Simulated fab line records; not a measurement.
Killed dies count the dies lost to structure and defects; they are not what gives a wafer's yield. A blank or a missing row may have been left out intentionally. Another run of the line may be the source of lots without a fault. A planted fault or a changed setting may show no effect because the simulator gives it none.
Split-lot experiment	flow n5 finfet	on a route of 1938 steps: 7 lots, 21 wafers read

ON THE SPLIT
At N5_BEOL_M0_SAQP_COAT_81 (time 60 s, resist thk 100 nm), the setting spin rpm was moved away from the recipe's 1500 rpm on 7 of the 21 wafers read, by -5.5% to +4.1%. The other wafers ran this setting at the recipe's value.

FROM THE SPLIT TO THE READING: what the file shows between them, 7 steps
- N5_BEOL_M0_SAQP_DEVELOP_13: develop time 30 s (also split here: develop time s)
- N5_BEOL_M0_SAQP_DESCUM_19: chemistry O2, time 7.9 s
- N5_BEOL_M0_SAQP_ETCH_83: etches SiARC in CF4, target depth 39 nm, time 65 s
- N5_BEOL_M0_SAQP_ETCH_84: etches SOC in N2/H2, target depth 100 nm, overetch 20 nm, time 150 s
- N5_BEOL_M0_SAQP_STRIP_80: strips in N2/H2
- N5_BEOL_M0_SAQP_HM_OPEN_112: chemistry CHF3/O2, target SiO2, stops on a-Si, target depth 12 nm, time 13.5 s
- N5_BEOL_M0_SAQP_STRIP_113: strips in CHF3/O2

THE READING
SOC_of_BEOL_M0_SAQP_COAT_81.thk nm (the simulator's own value, which no gauge read), in nm, at N5_BEOL_M0_SAQP_MANDREL_ETCH_20 (etches a-Si in HBr/Cl2, stops on SiNx, target depth 60 nm, bt time 10 s, time 30 s). No usual value for it is given in the file. Across the 14 wafers here that went through the recipe, the average is 76.3 nm and the standard deviation 0.6 nm.

wafer	tool, chamber at the split	spin rpm as run, rpm	against the recipe	SOC_of_BEOL_M0_SAQP_COAT_81.thk nm, nm	against lot-mates on the recipe
L074.1	litho track-02, 0	1561	+4.1%	74.6	no lot-mate on the recipe
L074.3	litho track-02, 0	1561	+4.1%	74.2	no lot-mate on the recipe
L074.6	litho track-02, 0	1561	+4.1%	74.8	no lot-mate on the recipe
L076.2	litho track-02, 0	1500	recipe	76.4	-
L076.3	litho track-02, 0	1431	-4.6%	78.4	+1.7
L076.4	litho track-02, 0	1500	recipe	77	-
L078.4	litho track-02, 0	1500	recipe	75.8	-
L078.5	litho track-02, 0	1500	recipe	75.2	-
L078.6	litho track-02, 0	1559	+3.9%	73.6	-1.9
L082.2	litho track-03, 0	1500	recipe	76	-
L082.4	litho track-03, 0	1500	recipe	75.8	-
L082.6	litho track-03, 0	1500	recipe	77.4	-
L084.2	litho track-02, 0	1500	recipe	75.6	-
L084.4	litho track-02, 0	1500	recipe	76	-
L084.6	litho track-02, 0	1500	recipe	76.6	-
L085.3	litho track-03, 0	1417	-5.5%	79.6	+3.6
L085.4	litho track-03, 0	1500	recipe	76	-
L085.5	litho track-03, 0	1417	-5.5%	79	+3.0
L093.1	litho track-02, 0	1500	recipe	76.2	-
L093.4	litho track-02, 0	1500	recipe	76.4	-
L093.6	litho track-02, 0	1500	recipe	77.2	-

FIT RESULTS
A straight line over all 21 wafers: SOC_of_BEOL_M0_SAQP_COAT_81.thk nm changes by -0.509 nm for each +1% of spin rpm; r = -0.93; the points scatter about the line by 0.58 nm.
The same after taking each lot's own level away (the mean of its wafers on the recipe; 18 wafers): -0.528 nm for each +1%; r = -0.93; scatter 0.5 nm.
According to that fit, moving spin rpm by its largest amount changes the reading by 2.9 nm.
The span of the lots' own levels, 75.50 to 76.70 nm, comes to 2.0 times the standard deviation stated above.
Consequently the slope shifts little with the lot-to-lot level, the two slopes agreeing.
Check: with one of the wafers moved furthest among these (-5.5%) left out of the fit, the line predicts +2.62 nm for it against its lot-mates. Against them it came out at +3.6 nm.

THESE WAFERS: OTHER SPLITS
Note: prior to the reading, these wafers also went through further splits. Each is held against what the fit with the lots' levels taken away leaves over:
other split on the same wafers	wafers away from the commonest value	r with SOC_of_BEOL_M0_SAQP_COAT_81.thk nm (lot level and that fit taken away)
N5_MOL_CONTACT_COAG_EXPOSE_05 dose mj	7	+0.15
N5_MOL_CONTACT_COAG_PECVD_31 temp c	5	-0.16
N5_BEOL_M0_SAQP_DEVELOP_13 develop time s	9	+0.39

THE WHOLE CHAIN: every reading that the file lists as answering this split, in the file's order
step	what it does	reading	change (the file's fit)	r (the file's)
N5_BEOL_M0_SAQP_COAT_81	time 60 s, resist thk 100 nm	SOC_of_BEOL_M0_SAQP_COAT_81.thk nm (the simulator's own value, which no gauge read)	-0.522 nm for each +1% of the setting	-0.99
N5_BEOL_M0_SAQP_ETCH_84	etches SOC in N2/H2, target depth 100 nm, overetch 20 nm, time 150 s	etch.depth nm (the simulator's own value, which no gauge read)	-0.517 nm for each +1% of the setting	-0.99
N5_BEOL_M0_SAQP_MANDREL_ETCH_20	etches a-Si in HBr/Cl2, stops on SiNx, target depth 60 nm, bt time 10 s, time 30 s	SOC_of_BEOL_M0_SAQP_COAT_81.thk nm (the simulator's own value, which no gauge read)	-0.499 nm for each +1% of the setting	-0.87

FILE'S OWN FIT
SOC_of_BEOL_M0_SAQP_COAT_81.thk nm changes by -0.499 nm for each +1% of spin rpm, r = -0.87.
